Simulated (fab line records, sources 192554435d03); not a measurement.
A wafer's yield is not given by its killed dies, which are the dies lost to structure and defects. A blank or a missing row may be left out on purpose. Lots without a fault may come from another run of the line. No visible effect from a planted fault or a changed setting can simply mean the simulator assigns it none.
A lot that was struck, set against a sound lot -- flow n5_finfet -- 25 steps out of a route of 1938
Sound: these wafers, L192.2, L192.6. The struck wafers were L190.1, L190.3, L190.4. The cause comes at the end.
At each step with rows: each side's tool, then ch and its chambers, then its first start. Under that, the readings that differ: sound wafers -- struck wafers -- difference of the means -- sigmas: that difference in standard deviations of wafers without a fault.
alike: same words and numbers on both sides, and readings whose means sit less than 2 such deviations apart. not compared: any withheld reading, any reading some wafer has no value for, any bound like >300 that may hide the same value, and any number with overlapping values for which the record gives no deviation.
Wherever a step has rows on one side only, a row that says differs or no value, or a row with sigmas, the two part there. Numbers that don't overlap but have no deviation are shown without sigmas and don't part them. A reading missing from all wafers of one side parts the sides only when that side holds two or more wafers.

first, 8 steps without rows for these wafers: N5_BEOL_M8_DEVELOP_10 (develop time 30 s); N5_BEOL_M8_DESCUM_16 (chemistry O2, time 7.9 s); N5_BEOL_M8_ETCH_61 (etches SiARC in CF4, target depth 45.5 nm, time 75.8 s); N5_BEOL_M8_ETCH_62 (etches SOC in N2/H2, target depth 110 nm, overetch 22 nm, time 165 s); N5_BEOL_M8_STRIP_68 (strips in N2/H2); N5_BEOL_M8_STRIP_67 (strips in CF4); N5_BEOL_M8_HM_OPEN_17 (chemistry Cl2/BCl3, target TiN, target depth 20 nm, overetch 6 nm); N5_BEOL_M8_STRIP_19 (strips in O2).
N5_BEOL_M8_COAT_63: time 60 s, resist thk 60 nm.
  sound on litho_track-03 ch 0, day 14 06:48; struck on litho_track-02 ch 0, day 13 23:26
reading,sound,struck,difference,sigmas
spin_speed_rpm (rpm),1499.0 1499.3,1180.3 1181.6 1180.2,-318.5,-99 or more
model.SOC_of_BEOL_M8_COAT_63.thk_nm (nm),60 60.2,68 68 68,+8,
  alike: plate_temp_C
then, 11 steps without rows for these wafers: N5_BEOL_M8_COAT_64 (time 60 s, resist thk 12 nm); N5_BEOL_M8_COAT_71 (time 60 s, resist thk 5 nm); N5_BEOL_M8_COAT_22 (resist thk 30 nm); N5_BEOL_M8_EBR_24; N5_BEOL_M8_SOFTBAKE_23 (time 60 s); N5_BEOL_M8_EXPOSE_25 (exposes mask V7, target cd 40 nm); N5_BEOL_M8_PEB_26 (peb time 60 s); N5_BEOL_M8_DEVELOP_27 (develop time 30 s); N5_BEOL_M8_DESCUM_33 (chemistry O2, time 7 s); N5_BEOL_M8_ETCH_72 (etches underlayer in N2/H2, target depth 6.5 nm, time 5.2 s); N5_BEOL_M8_ETCH_65 (etches SiARC in CF4, target depth 15.6 nm, time 26 s).
N5_BEOL_M8_ETCH_66: etches SOC in N2/H2, target depth 80 nm, overetch 16 nm, time 120 s.
  sound on rie_diel-06 ch 3, day 14 07:16; struck on rie_diel-03 ch 0,1,3, day 14 00:02
reading,sound,struck,difference,sigmas
model.etch.depth_nm (nm),60.09 60.12,68.06 68.08 67.96,+7.93,
  alike: drypump_motor_current_A, oes_product_au, rf_vpp_V, showerhead_plenum_p_Torr, throttle_valve_pct
  not compared: rf_hours_counter_h
then, 2 steps without rows for these wafers: N5_BEOL_M8_STRIP_69 (strips in N2/H2); N5_BEOL_M8_STRIP_73 (strips in N2/H2).
N5_BEOL_M8_VIA_ETCH_34: etches SiCOH lowk in C4F6/O2, target depth 125.5 nm, time 50.5 s.
  sound on rie_diel-06 ch 3, day 14 07:22; struck on rie_diel-03 ch 0,1,3, day 14 00:08
reading,sound,struck,difference,sigmas
model.SOC_of_BEOL_M8_COAT_63.thk_nm (nm),53.8 53.8,61.8 61.8 62,+8.1,
  alike: drypump_motor_current_A, oes_product_au, rf_vpp_V, showerhead_plenum_p_Torr, throttle_valve_pct
  not compared: rf_hours_counter_h
then, 1 step without rows for these wafers: N5_BEOL_M8_STRIP_76 (strips in C4F6/O2).

WHERE THEY PART
Within this record, at N5_BEOL_M8_COAT_63 only. Later steps at which nothing parts them and some readings are alike: N5_BEOL_M8_ETCH_66, N5_BEOL_M8_VIA_ETCH_34.

WHY: the cause the simulator had injected
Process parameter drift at N5_BEOL_M8_COAT_63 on litho_track-02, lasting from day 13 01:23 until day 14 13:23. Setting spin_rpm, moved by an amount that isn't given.
